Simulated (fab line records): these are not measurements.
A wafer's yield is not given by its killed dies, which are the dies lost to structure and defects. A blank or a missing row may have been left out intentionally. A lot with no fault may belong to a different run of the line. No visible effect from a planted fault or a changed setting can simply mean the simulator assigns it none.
One fault seen from 2 desks | flow nand harc | each desk holds nothing but its own numbers, with what lay behind them at the end

FROM THE METROLOGY DESK
Means of the sampled wafers that have a number, per lot and without regard to the tool the lot ran on: this is what the gauges read. Any lot whose mean is over 4 standard deviations away from the usual mean is out of limits and marked OUT; that distance is given in the brackets.
Columns: A = cd nm at NHARC_THIN_TSV_CD_MEAS_33, usual 5001 nm
lot  | first seen here | A
L255 | day 24 10:13    | 5001
L257 | day 24 11:36    | 5002
L256 | day 24 15:11    | 5002
L258 | day 26 01:44    | 5002
L261 | day 26 09:35    | 4999
L259 | day 27 04:31    | 4998
L260 | day 27 05:29    | 4996
L263 | day 27 06:34    | 4998
L265 | day 28 07:08    | 5001
L266 | day 29 07:34    | 5005
L267 | day 29 08:38    | 5000
L268 | day 29 12:26    | 4998
L277 | day 33 07:06    | 5000
L278 | day 33 10:49    | 4999
This desk's finding: nothing out of limits on any of the 14 lots.

AT THE TOOL OWNER'S DESK: rie diel-01
The tool's own readings at NHARC_A_WL_FILL_ETCHBACK_16 (etches the open film in C4F8/O2/Ar, target depth 120 nm, time 24 s): means of the sampled wafers that have a number, for each lot that ran on this tool. Any lot whose mean is over 4 standard deviations away from the usual mean is out of limits and marked OUT; that distance is given in the brackets.
Columns: A = oes product au at NHARC_A_WL_FILL_ETCHBACK_16, usual 0.98 a.u.; B = rf vpp V at NHARC_A_WL_FILL_ETCHBACK_16, usual 722 V
lot  | first seen here | A    | B
L257 | day 21 13:35    | 0.96 | 719
L260 | day 23 16:18    | 0.93 | 719
L266 | day 25 20:13    | 0.93 | 718
L268 | day 26 06:16    | 1.01 | 720
L267 | day 26 06:20    | 1.00 | 720
L277 | day 30 05:50    | 1.00 | 717
L278 | day 30 12:00    | 1.00 | 718
This desk's finding: nothing out of limits on any of the 7 lots.

ALL TOGETHER
From the metrology desk's view, nothing was out of limits.
Nothing out of limits was seen by the tool owner's desk.

WHAT HAD BEEN PUT IN BY THE SIMULATOR
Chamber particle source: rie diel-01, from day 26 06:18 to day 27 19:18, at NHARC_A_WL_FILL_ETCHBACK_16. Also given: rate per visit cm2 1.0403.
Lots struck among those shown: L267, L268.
